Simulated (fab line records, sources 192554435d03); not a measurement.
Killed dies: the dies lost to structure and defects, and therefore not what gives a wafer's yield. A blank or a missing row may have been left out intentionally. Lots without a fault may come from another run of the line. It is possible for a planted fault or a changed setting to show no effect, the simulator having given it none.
fab line records | flow n5_finfet
[record] lots = 10 wafers = 26 last_day = 17
route steps=1938 shown BEOL_M3@1019 BEOL_M4@1037 PASSIVATION@1936
lots with no fault: from the same line, run without faults
start_h: start of the lot's first displayed wafer, in hours after the record's first day | wait_h: time in hours since the lot's previous step | " as in the row above | L1.1+2: several wafers, shown together as one row | - either no value or no given start | * or withheld: withheld | < > ~ a bound
route shown NAME@n: names a module that has steps shown in the file, with the first one's number in the route | usual: mean/standard deviation taken from wafers without a fault | same: alike in all rows | chamber/n: place in a boat | sites: each site's reading | _std_site: the values' standard deviation | _edge_site: inner sites' mean taken away from outer sites' mean | radius_mm: how far each site lies from the wafer's centre | mask NAME#n: copy n | behind: the most recent tool/chamber to have shaped the wafer | hold: reason for holding the lot/hours on hold/outcome of the hold | device: which transistor (n, p or np) failed to switch | end of line: the same wafers' tests at the end of the route | a step with no rows: only its recipe | killed: at the first sort, the dies lost to defects and structure; wafer yield is something else | map: the dies of a wafer, with x for killed, . for not killed, _ for no die there
set.NAME: the setting the step ran with; set.NAME@STEP: the setting that earlier step ran with | model.NAME: the simulator's own value behind a step, which no gauge read
a sample of lots followed through the steps of the route, with each step as a table and each wafer as a row
services: the hour from which a tool's chamber was out of use, counted from the record's first day as start_h (under 0 if before that day), plus the number of hours and why
[[steps]]
[step N5_BEOL_M3_RS_MEAS_58]
[recipe] thk_meas_gauge = four-point-probe reads = Co_of_BEOL_M3_CO_CAP_55+Cu_of_BEOL_M3_ECD_50+Co_of_BEOL_M3_CVD_47+TaN_of_BEOL_M3_ALD_84
[usual] M3_RS = 0.68/0.044
// columns lot.wafer tool chamber start_h wait_h M3_RS[ohm/sq]
L449.2 film_metro-02 - 173.97 0.1 0.75
L449.3 " - " " 0.78
L451.3 film_metro-02 - 185.68 0.1 0.64
L451.5 " - " " 0.70
L455.2 film_metro-02 - 212.08 0.1 0.69
L455.3 " - " " 0.66
L455.6 " - " " 0.62
L456.2 film_metro-01 - 215.64 0.1 0.66
L456.4 " - " " 0.68
L456.5 " - " " 0.69
L458.3 film_metro-01 - 231.75 0.1 0.64
L458.5 " - " " 0.75
L458.6 " - " " 0.67
L461.1 film_metro-02 - 251.20 0.0 0.69
L461.3 " - " " 0.61
L461.5 " - " " 0.60
L462.2 film_metro-02 - 254.59 0.1 0.74
L462.6 " - " " 0.66
L464.2 film_metro-02 - 262.97 0.1 0.71
L464.3 " - " " 0.73
L464.4 " - " " 0.62
L463.1 film_metro-02 - 264.80 0.0 0.73
L463.2 " - " " 0.68
L468.2 film_metro-01 - 298.67 0.1 0.71
L468.4 " - " " 0.67
L468.6 " - " " 0.67
[step N5_BEOL_M4_DESCUM_16]
[recipe] chemistry = O2 time_s = 7 source_power_w = 50 bias_power_w = 20 pressure_mtorr = 20 rf_frequency_hz = 2.712e+07 temp_c = 40 resist = CAR-EUV o2_flow_sccm = 225
[usual] drypump_motor_current_A = 5.7/0.48 o2_flow_sccm = 224.9/0.67 oes_product_au = 0.81/0.074 rf_vpp_V = 242.7/1.2 showerhead_plenum_p_Torr = 2.07/0.047 throttle_valve_pct = 20.46/0.26
// columns lot.wafer tool chamber start_h wait_h drypump_motor_current_A o2_flow_sccm oes_product_au rf_hours_counter_h rf_vpp_V showerhead_plenum_p_Torr throttle_valve_pct
L449.2 rie_diel-01 0 175.02 0.0 6.3 224.2 0.77 139 243.2 2.11 20.50
L449.3 " 1 " " 5.8 223.3 0.68 223 243.7 2.08 21.21
L451.3 rie_diel-01 1 186.94 0.0 5.7 224.4 0.69 225 243.3 2.08 21.22
L451.5 " 2 " " 5.3 225.1 0.75 - 245.0 2.17 20.37
L455.2 rie_diel-01 1 215.06 0.3 5.8 225.1 0.68 234 241.8 2.08 21.21
L455.3 " 0 " " 6.3 225.4 0.76 151 243.5 2.11 20.53
L455.6 " 3 " " 6.0 224.0 0.80 - 244.3 2.09 20.44
L456.2 rie_diel-05 1 217.72 0.0 5.8 225.7 0.84 66 242.1 2.06 20.59
L456.4 " 0 " " 5.1 224.9 0.85 77 243.0 2.03 20.32
L456.5 " 0 " " 5.1 225.2 0.85 - 241.8 2.03 20.35
L458.3 rie_diel-04 3 234.80 0.4 6.0 225.8 0.91 41 242.1 2.04 20.24
L458.5 " 0 " " 5.9 225.7 0.77 - 241.1 2.00 20.31
L458.6 " 1 " " 5.5 225.2 0.85 - 244.2 2.13 20.50
L461.1 rie_diel-04 3 252.18 0.3 6.0 225.4 0.89 49 242.1 2.04 20.22
L461.3 " 0 " " 5.9 225.2 0.76 152 242.2 1.99 20.29
L461.5 " 1 " " 5.5 225.2 0.84 - 243.6 2.13 20.51
L462.2 rie_diel-04 0 256.79 0.0 5.9 225.3 0.76 153 239.9 1.99 20.32
L462.6 " 3 " " 6.0 225.4 0.88 - 241.4 2.04 20.26
L464.2 rie_diel-01 2 264.55 0.0 5.3 225.0 0.73 165 245.5 2.16 20.43
L464.3 " 0 " " 6.3 225.6 0.74 169 242.1 2.10 20.56
L464.4 " 2 " " 5.3 224.5 0.73 - 243.3 2.16 20.41
L463.1 rie_diel-05 0 265.97 0.0 5.1 225.1 0.83 95 242.4 2.02 20.36
L463.2 " 2 " " 6.7 224.2 0.70 216 243.1 2.05 20.87
L468.2 rie_diel-04 1 300.18 0.0 5.4 224.9 0.81 98 243.4 2.12 20.54
L468.4 " 0 " " 6.0 224.7 0.75 170 240.6 1.99 20.34
L468.6 " 1 " " 5.4 224.7 0.82 - 244.1 2.12 20.54
[step N5_BEOL_M4_EXPOSE_25]
[recipe] mask_id = V3 na = 0.33 source_shape = quasar sigma_inner = 0.2 sigma_outer = 0.8 polarization = unpolarized defocus_nm = 5 dose_mj = 63
[usual] exposure_dose_mJ_cm2 = 62.83/0.067
// columns lot.wafer tool chamber start_h wait_h mask exposure_dose_mJ_cm2
L449.2 euv_scanner-02 0 175.77 - V3#0 62.90
L449.3 " 0 " " V3#0 62.82
L451.3 euv_scanner-01 0 187.70 - V3#0 62.85
L451.5 " 0 " " V3#0 62.95
L455.2 euv_scanner-02 0 215.68 - V3#0 62.80
L455.3 " 0 " " V3#0 62.83
L455.6 " 0 " " V3#0 62.82
L456.2 euv_scanner-02 0 218.49 - V3#0 55.62
L456.4 " 0 " " V3#0 55.54
L456.5 " 0 " " V3#0 55.56
L458.3 euv_scanner-02 0 235.59 - V3#0 57.00
L458.5 " 0 " " V3#0 56.90
L458.6 " 0 " " V3#0 56.84
L461.1 euv_scanner-01 0 252.80 - V3#0 62.90
L461.3 " 0 " " V3#0 62.82
L461.5 " 0 " " V3#0 62.79
L462.2 euv_scanner-01 0 257.51 - V3#0 62.83
L462.6 " 0 " " V3#0 62.92
L464.2 euv_scanner-01 0 265.17 - V3#0 62.85
L464.3 " 0 " " V3#0 62.85
L464.4 " 0 " " V3#0 62.83
L463.1 euv_scanner-01 0 266.61 - V3#0 62.73
L463.2 " 0 " " V3#0 62.85
L468.2 euv_scanner-01 0 300.99 - V3#0 62.86
L468.4 " 0 " " V3#0 62.84
L468.6 " 0 " " V3#0 62.76
[step N5_BEOL_M4_CD_MEAS_28]
[recipe] target_cd_nm = 26.2 landing_energy_ev = 500 detector = se_inlens target_cd_y_nm = 24.1 polarity = opening
[usual] cd_nm = 26.18/0.25
// columns lot.wafer tool chamber start_h wait_h cd_nm
L449.2 cd_sem-02 0 175.90 - 26.57
L449.3 " 0 " " 26.26
L451.3 cd_sem-03 0 187.83 - 26.75
L451.5 " 0 " " 26.22
L455.2 cd_sem-02 0 215.81 - 26.08
L455.3 " 0 " " 26.19
L455.6 " 0 " " 26.54
L456.2 cd_sem-03 0 218.63 - 23.89
L456.4 " 0 " " 24.33
L456.5 " 0 " " 23.79
L458.3 cd_sem-03 0 235.72 - 24.57
L458.5 " 0 " " 24.66
L458.6 " 0 " " 24.73
L461.1 cd_sem-03 0 252.95 - 26.37
L461.3 " 0 " " 26.33
L461.5 " 0 " " 26.35
L462.2 cd_sem-03 0 257.64 - 26.38
L462.6 " 0 " " 26.41
L464.2 cd_sem-01 0 265.31 - 26.44
L464.3 " 0 " " 26.72
L464.4 " 0 " " 26.34
L463.1 cd_sem-01 0 266.75 - 26.41
L463.2 " 0 " " 25.83
L468.2 cd_sem-02 0 301.13 - 26.08
L468.4 " 0 " " 26.21
L468.6 " 0 " " 26.13
[step N5_BEOL_M4_DESCUM_33]
[recipe] chemistry = O2 time_s = 7 source_power_w = 50 bias_power_w = 20 pressure_mtorr = 20 rf_frequency_hz = 2.712e+07 temp_c = 40 resist = CAR-EUV o2_flow_sccm = 225
[usual] drypump_motor_current_A = 5.7/0.44 o2_flow_sccm = 225.0/0.71 oes_product_au = 0.81/0.074 rf_vpp_V = 242.9/1.1 showerhead_plenum_p_Torr = 2.07/0.05 throttle_valve_pct = 20.45/0.26
// columns lot.wafer tool chamber start_h wait_h drypump_motor_current_A o2_flow_sccm oes_product_au rf_hours_counter_h rf_vpp_V showerhead_plenum_p_Torr throttle_valve_pct
L449.2 rie_diel-01 3 176.03 0.0 6.0 225.8 0.80 97 243.3 2.09 20.43
L449.3 " 2 " " 5.3 225.5 0.77 135 244.8 2.17 20.37
L451.3 rie_diel-04 1 187.95 0.0 5.4 224.2 0.86 56 243.8 2.14 20.46
L451.5 " 0 " " 5.9 225.3 0.79 - 241.1 2.00 20.27
L455.2 rie_diel-01 0 216.08 0.2 6.3 225.4 0.77 152 242.2 2.11 20.53
L455.3 " 1 " " 5.8 225.1 0.67 235 243.0 2.08 21.20
L455.6 " 1 " " 5.7 225.2 0.68 - 243.2 2.08 21.22
L456.2 rie_diel-01 1 218.75 0.0 5.7 224.3 0.67 236 241.4 2.08 21.23
L456.4 " 2 " " 5.3 224.6 0.75 148 244.5 2.16 20.41
L456.5 " 1 " " 5.8 225.4 0.68 - 242.9 2.08 21.23
L458.3 rie_diel-04 0 236.01 0.2 5.9 224.8 0.76 144 243.5 2.00 20.29
L458.5 " 3 " " 6.1 224.3 0.89 - 243.0 2.04 20.21
L458.6 " 0 " " 5.9 224.8 0.76 - 242.2 2.00 20.28
L461.1 rie_diel-01 1 253.07 0.0 5.7 224.9 0.66 247 242.7 2.07 21.25
L461.3 " 3 " " 6.0 224.4 0.78 122 244.5 2.08 20.46
L461.5 " 3 " " 6.0 224.0 0.78 - 243.1 2.08 20.47
L462.2 rie_diel-04 0 257.88 0.1 5.9 225.0 0.76 154 242.7 1.99 20.32
L462.6 " 3 " " 6.1 225.2 0.89 - 242.8 2.04 20.24
L464.2 rie_diel-04 2 265.43 0.0 5.3 223.7 0.87 42 241.1 2.06 20.27
L464.3 " 0 " " 5.9 225.5 0.76 157 241.9 1.99 20.33
L464.4 " 1 " " 5.5 224.6 0.83 86 244.8 2.13 20.53
L463.1 rie_diel-01 2 266.87 0.0 5.3 224.8 0.73 166 244.5 2.16 20.43
L463.2 " 3 " " 6.0 224.8 0.78 128 243.9 2.08 20.47
L468.2 rie_diel-04 2 301.25 0.0 5.4 225.3 0.86 54 242.5 2.06 20.30
L468.4 " 0 " " 5.9 223.8 0.74 170 241.8 1.99 20.35
L468.6 " 2 " " 5.4 225.9 0.86 - 242.1 2.06 20.31
[step N5_BEOL_M4_RC_MEAS_101]
[usual] DIBL_N = 36.0/1.9 DIBL_P = 35.6/2.4 IOFF_N = 0.16/0.036 IOFF_P = 0.21/0.04 ION_N = 673/14 ION_P = 460/8.9 SS_N = 71.5/0.67 SS_P = 73.2/0.73 VT_N = 249/3.6 VT_P = -250/3.7
// columns lot.wafer tool chamber start_h wait_h DIBL_N[mV/V] DIBL_P[mV/V] IOFF_N[nA/um] IOFF_P[nA/um] ION_N[uA/um] ION_P[uA/um] SS_N[mV/dec] SS_P[mV/dec] VT_N[mV] VT_P[mV]
L449.2 prober-01 0 184.11 0.2 33.6 33.5 0.14 0.19 665 457 70.7 72.8 250 -251
L449.3 " 0 " " 33.5 33.5 0.15 0.19 677 464 71.2 73.3 249 -249
L451.3 prober-02 0 193.70 0.3 36.6 37.3 0.16 0.23 659 465 71.3 73.2 249 -249
L451.5 " 0 " " 34.7 34.8 0.13 0.19 662 457 70.4 72.6 254 -251
L455.2 prober-01 0 221.77 0.2 36.5 35.0 0.15 0.19 648 445 72.1 73.2 252 -253
L455.3 " 0 " " 36.0 36.1 0.15 0.20 683 468 71.6 72.8 249 -253
L455.6 " 0 " " 36.5 35.3 0.16 0.19 658 447 71.5 73.2 249 -251
L461.1 prober-02 0 263.30 0.0 37.0 35.8 0.16 0.21 688 469 72.1 74.6 249 -250
L461.3 " 0 " " 29.9 26.3 0.08 0.11 658 453 68.8 71.2 255 -257
L461.5 " 0 " " 36.2 34.4 0.14 0.19 670 457 71.8 73.5 251 -250
L462.2 prober-02 0 266.33 0.2 35.5 37.5 0.16 0.23 687 473 71.1 72.7 245 -248
L462.6 " 0 " " 37.0 38.7 0.18 0.23 684 469 71.7 73.9 246 -248
L464.2 prober-02 0 276.21 0.2 34.6 35.0 0.15 0.19 677 467 71.4 73.3 249 -251
L464.3 " 0 " " 33.1 32.2 0.11 0.15 664 461 70.9 72.4 254 -255
L464.4 " 0 " " 36.2 36.5 0.16 0.21 672 468 71.1 73.8 249 -249
L463.1 prober-02 0 281.37 0.0 31.0 30.6 0.10 0.15 662 456 69.6 72.0 257 -254
L463.2 " 0 " " 36.8 37.6 0.19 0.26 685 464 71.5 73.7 245 -248
L468.2 prober-02 0 310.84 0.2 34.9 36.5 0.16 0.20 684 467 71.0 72.7 248 -249
L468.4 " 0 " " 34.4 35.7 0.15 0.19 678 459 71.3 72.7 251 -254
L468.6 " 0 " " 34.5 35.4 0.14 0.18 664 456 71.2 72.9 250 -253
[step N5_PASSIVATION_PROBE_49]
[usual] defect_limited_yield = 91.2/1.4 killed_at_M0_to_M3 = 32/9.3 killed_at_M4_up = 14/4.9 killed_at_contacts = 15/7.5 killed_at_front_end = 40/11 killed_at_other = 4/3.3 killed_dies = 104/17 killed_on_rim = 13/4.2 killed_open = 68/14 killed_short = 33/7.9 sort_bin_5_function = 5.2/0.99 sort_bin_6_memory = 3.2/0.65 sort_bin_8_speed = 0.03/0.19 sort_n_pass = 1076/17 sort_yield_pct = 91.1/1.5
[same] gross_dies = 1180 killed_at_back_side = 0 sort_bin_4_leakage[%] = 0
// columns lot.wafer tool chamber start_h wait_h defect_limited_yield[%] killed_at_M0_to_M3 killed_at_M4_up killed_at_contacts killed_at_front_end killed_at_other killed_dies killed_on_rim killed_open killed_short sort_bin_5_function[%] sort_bin_6_memory[%] sort_bin_8_speed[%] sort_n_pass sort_yield_pct[%]
L449.2 prober-02 - 285.11 0.1 90.3 37 12 7 54 5 115 13 67 45 6.0 3.1 0 1065 90.3
L449.3 prober-02 - 285.16 0.1 89.5 41 12 23 45 3 124 18 84 33 5.7 4.6 0 1056 89.5
L456.2 prober-02 - 324.91 0.1 1.6 34 1083 14 27 3 1161 149 56 44 74.2 9.8 0 19 1.6
L456.4 prober-02 - 325.01 0.2 2.4 26 1051 11 59 5 1152 149 61 38 68.6 10.8 0 28 2.4
L456.5 prober-02 - 325.06 0.2 2.0 34 1048 25 46 3 1156 149 79 38 71.2 11.9 0 24 2.0
L458.3 prober-02 - 346.16 0.1 36.8 22 639 14 63 8 746 101 98 30 39.2 19.7 0 434 36.8
L458.5 prober-02 - 346.26 0.2 37.3 36 640 20 40 4 740 92 81 36 37.3 22.2 0.17 438 37.1
L458.6 prober-02 - 346.31 0.3 38.6 54 602 26 36 7 725 107 92 36 39.0 18.7 0 455 38.6
L461.1 prober-02 - 363.25 0.0 89.8 29 15 19 53 4 120 17 64 43 6.1 3.0 0 1060 89.8
L461.3 prober-02 - 363.35 0.1 92.5 19 22 8 36 4 89 14 60 27 4.7 2.3 0 1091 92.5
L461.5 prober-02 - 363.45 0.2 88.1 28 12 34 61 5 140 25 90 42 6.5 4.6 0 1040 88.1
L462.2 prober-01 - 365.91 0.1 91.7 31 9 16 31 11 98 15 64 25 5.1 3.0 0 1082 91.7
L462.6 prober-01 - 366.11 0.3 89.7 32 15 20 52 2 121 11 83 37 6.2 3.8 0 1059 89.7
L464.2 prober-02 - 374.98 0.1 91.7 25 6 17 47 3 98 9 77 21 5.1 3.1 0 1082 91.7
L464.3 prober-02 - 375.03 0.1 93.1 23 13 1 43 2 82 8 58 21 4.1 2.5 0 1098 93.1
L464.4 prober-02 - 375.08 0.2 91.9 24 9 6 54 2 95 9 70 21 5.3 2.5 0 1085 91.9
L463.1 prober-02 - 378.42 0.0 89.9 38 14 19 46 2 119 18 82 36 6.1 3.6 0 1061 89.9
L463.2 prober-02 - 378.47 0.1 91.1 34 14 12 42 3 105 15 77 28 5.6 3.3 0 1075 91.1
// killed by level:class
L449.2 FIN_SAQP:geometric_particle:short=13 FIN_SAQP:geometric_particle:open=12 BEOL_M0:geometric_particle:open=7 BEOL_M1:geometric_particle:open=7 STI_FIN_REVEAL:geometric_particle:open=6 MOL_CONTACT_COAG:geometric_particle:open=5 GATE_CUT:geometric_particle:open=4 BEOL_M0_SAQP:geometric_particle:open=4
L449.3 GATE_CUT:geometric_particle:short=12 MOL_CONTACT_COAG:geometric_particle:open=12 BEOL_M0:geometric_particle:open=12 BEOL_M1:geometric_particle:open=11 FIN_SAQP:geometric_particle:open=8 BEOL_M2:geometric_particle:open=8 BEOL_M3:geometric_particle:open=6 MOL_CONTACT_COAG:geometric_particle:short=6
L456.2 BEOL_M4:area_expose=1061 BEOL_M0_SAQP:geometric_particle:short=11 BEOL_M4:geometric_particle:open=10 BEOL_M3:geometric_particle:open=8 MOL_CONTACT_COAG:geometric_particle:short=7 MOL_CONTACT_COAG:geometric_particle:open=7 FIN_SAQP:geometric_particle:open=5 FIN_SAQP:geometric_particle:short=5
L456.4 BEOL_M4:area_expose=1038 FIN_SAQP:geometric_particle:short=15 HKMG_FIN:area_etch=15 FIN_SAQP:geometric_particle:open=11 MOL_CONTACT_COAG:geometric_particle:open=10 STI_FIN_REVEAL:geometric_particle:open=8 BEOL_M0_SAQP:geometric_particle:open=6 BEOL_M3:geometric_particle:open=6
L456.5 BEOL_M4:area_expose=1036 MOL_CONTACT_COAG:geometric_particle:open=23 FIN_SAQP:geometric_particle:open=12 FIN_SAQP:geometric_particle:short=12 BEOL_M0_SAQP:geometric_particle:open=6 BEOL_M3:geometric_particle:open=6 BEOL_M2:geometric_particle:open=6 BEOL_M1:geometric_particle:open=5
L458.3 BEOL_M4:area_expose=611 STI_FIN_REVEAL:geometric_particle:open=35 BEOL_M4:geometric_particle:open=18 MOL_CONTACT_COAG:geometric_particle:open=12 BEOL_M2:geometric_particle:open=7 GATE_CUT:geometric_particle:short=6 PASSIVATION:area_etch=6 GATE_CUT:geometric_particle:open=5
L458.5 BEOL_M4:area_expose=622 STI_FIN_REVEAL:geometric_particle:open=12 MOL_CONTACT_COAG:geometric_particle:open=11 BEOL_M2:geometric_particle:open=11 BEOL_M4:geometric_particle:open=9 MOL_CONTACT_COAG:geometric_particle:short=8 BEOL_M1:geometric_particle:open=8 GATE_CUT:geometric_particle:short=6
L458.6 BEOL_M4:area_expose=593 MOL_CONTACT_COAG:geometric_particle:open=22 BEOL_M0_SAQP:geometric_particle:short=14 STI_FIN_REVEAL:geometric_particle:open=10 BEOL_M2:geometric_particle:open=9 BEOL_M3:geometric_particle:open=8 GATE_CUT:geometric_particle:open=7 BEOL_M0_SAQP:geometric_particle:open=7
L461.1 MOL_CONTACT_COAG:geometric_particle:open=16 BEOL_M0_SAQP:geometric_particle:short=12 STI_FIN_REVEAL:geometric_particle:open=11 FIN_SAQP:geometric_particle:short=10 HKMG_FIN:area_etch=9 BEOL_M0_SAQP:geometric_particle:open=7 FIN_SAQP:geometric_particle:open=4 GATE_CUT:geometric_particle:open=4
L461.3 BEOL_M4:geometric_particle:open=13 FIN_SAQP:geometric_particle:open=9 BEOL_M0_SAQP:geometric_particle:open=8 MOL_CONTACT_COAG:geometric_particle:open=7 STI_FIN_REVEAL:geometric_particle:open=6 FIN_SAQP:geometric_particle:short=3 BEOL_M4:geometric_particle:short=3 MIM_TOP_ETCH:geometric_particle:short=3
L461.5 MOL_CONTACT_COAG:geometric_particle:open=27 FIN_SAQP:geometric_particle:short=11 FIN_SAQP:geometric_particle:open=11 BEOL_M3:geometric_particle:open=9 STI_FIN_REVEAL:geometric_particle:open=8 BEOL_M4:geometric_particle:open=8 MOL_CONTACT_COAG:geometric_particle:short=7 BEOL_M0_SAQP:geometric_particle:open=6
L462.2 MOL_CONTACT_COAG:geometric_particle:open=11 PASSIVATION:area_etch=9 BEOL_M3:geometric_particle:open=8 STI_FIN_REVEAL:geometric_particle:open=6 MOL_CONTACT_COAG:geometric_particle:short=5 BEOL_M0_SAQP:geometric_particle:open=5 BEOL_M1:geometric_particle:open=5 DUMMY_GATE:geometric_particle:open=4
L462.6 MOL_CONTACT_COAG:geometric_particle:open=15 STI_FIN_REVEAL:geometric_particle:open=14 BEOL_M3:geometric_particle:open=11 FIN_SAQP:geometric_particle:open=8 BEOL_M0_SAQP:geometric_particle:open=7 GATE_CUT:geometric_particle:short=6 DUMMY_GATE:geometric_particle:open=6 BEOL_M0_SAQP:geometric_particle:short=6
L464.2 FIN_SAQP:geometric_particle:open=13 STI_FIN_REVEAL:geometric_particle:open=12 MOL_CONTACT_COAG:geometric_particle:open=10 MOL_CONTACT_COAG:geometric_particle:short=7 DUMMY_GATE:geometric_particle:open=7 BEOL_M2:geometric_particle:open=6 BEOL_M1:geometric_particle:open=5 BEOL_M3:geometric_particle:open=4
L464.3 FIN_SAQP:geometric_particle:open=10 DUMMY_GATE:geometric_particle:open=6 BEOL_M1:geometric_particle:open=5 STI_FIN_REVEAL:geometric_particle:open=4 DUMMY_GATE:geometric_particle:short=4 GATE_CUT:geometric_particle:short=4 BEOL_M0_SAQP:geometric_particle:open=4 BEOL_M4:geometric_particle:open=4
L464.4 FIN_SAQP:geometric_particle:open=12 DUMMY_GATE:geometric_particle:open=10 STI_FIN_REVEAL:geometric_particle:open=8 BEOL_M3:geometric_particle:open=8 MOL_CONTACT_COAG:geometric_particle:open=6 FIN_SAQP:geometric_particle:short=4 GATE_CUT:geometric_particle:open=4 BEOL_M1:geometric_particle:open=4
L463.1 MOL_CONTACT_COAG:geometric_particle:open=14 DUMMY_GATE:geometric_particle:open=10 BEOL_M0_SAQP:geometric_particle:open=9 BEOL_M4:geometric_particle:open=7 BEOL_M3:geometric_particle:open=7 STI_FIN_REVEAL:geometric_particle:open=6 GATE_CUT:geometric_particle:open=6 BEOL_M0_SAQP:geometric_particle:short=6
L463.2 FIN_SAQP:geometric_particle:open=10 MOL_CONTACT_COAG:geometric_particle:open=10 STI_FIN_REVEAL:geometric_particle:open=9 DUMMY_GATE:geometric_particle:open=9 BEOL_M0_SAQP:geometric_particle:short=8 BEOL_M2:geometric_particle:open=8 BEOL_M4:geometric_particle:open=7 BEOL_M0_SAQP:geometric_particle:open=7
[[services]]
// columns tool chamber start_h hours kind
euv_scanner-02 - 156.86 1.0 pm
euv_scanner-02 0 163.23 - calibration
rie_diel-04 2 172.28 4.3 repair
euv_scanner-01 - 173.61 1.0 pm
euv_scanner-02 - 182.37 4.6 pm
rie_diel-05 0 185.05 3.2 repair
rie_diel-04 - 190.71 1.6 repair
euv_scanner-02 - 213.01 1.0 pm
euv_scanner-01 - 214.02 4.6 pm
euv_scanner-01 0 218.66 - calibration
rie_diel-05 1 230.89 5.4 repair
euv_scanner-02 - 238.46 22.8 repair
rie_diel-04 2 242.38 12.5 repair
rie_diel-01 1 260.23 - clean
rie_diel-01 1 260.23 - consumable_replace:esc
rie_diel-01 1 260.23 - consumable_replace:focus_ring
rie_diel-01 1 260.23 28.3 scheduled_down
rie_diel-01 1 260.23 28.3 vent_cycle
euv_scanner-02 - 269.16 1.0 pm
euv_scanner-01 - 285.95 1.0 pm
rie_diel-05 2 298.44 8.7 repair
[[key]]
[first_sign] step = N5_BEOL_M4_EXPOSE_25 reading = exposure_dose_mJ_cm2 direction = down sigmas = 98 usual = 62.83 struck = 56.24
[effect] step = N5_BEOL_M4_CD_MEAS_28 reading = cd_nm direction = down sigmas = 7.5 usual = 26.18 struck = 24.33 through = control_loop
[effect] step = N5_PASSIVATION_PROBE_49 reading = killed_at_M4_up direction = up sigmas = 99+ usual = 14 struck = 844
[more_kills_born_at] N5_BEOL_M4_EXPOSE_25@euv_scanner-02 = 4961
met_at N5_BEOL_M4_EXPOSE_25
struck_lots L456,L458
later_rows_left_out L456.2,L456.4,L456.5,L458.3,L458.5,L458.6
[loop_trim] step = N5_BEOL_M4_EXPOSE_25 setting = dose lots = L458
[baseline_loss] step = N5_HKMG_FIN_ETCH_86 wafers = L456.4
not_acting_at N5_BEOL_M3_RS_MEAS_58,N5_BEOL_M4_DESCUM_16,N5_BEOL_M4_DESCUM_33
onset_between 215.68 218.49
[fault] kind = process_parameter_drift tool = euv_scanner-02 chamber = - onset_h = 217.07 steps = N5_BEOL_M4_EXPOSE_25 channel = dose_mj offset = -7.3232 shape = step acts_in = these_recipes_only stated = 63
// later_rows_left_out: the simulator's readings of these wafers behind a module that went badly wrong aren't trusted and aren't shown, but for the sort
// loop_trim: a control loop set the setting to another value than it would have without faults
// baseline_loss: these wafers lose ten dies or more at that step, a loss of the line's own and not of a fault; the sort's usual values leave them out
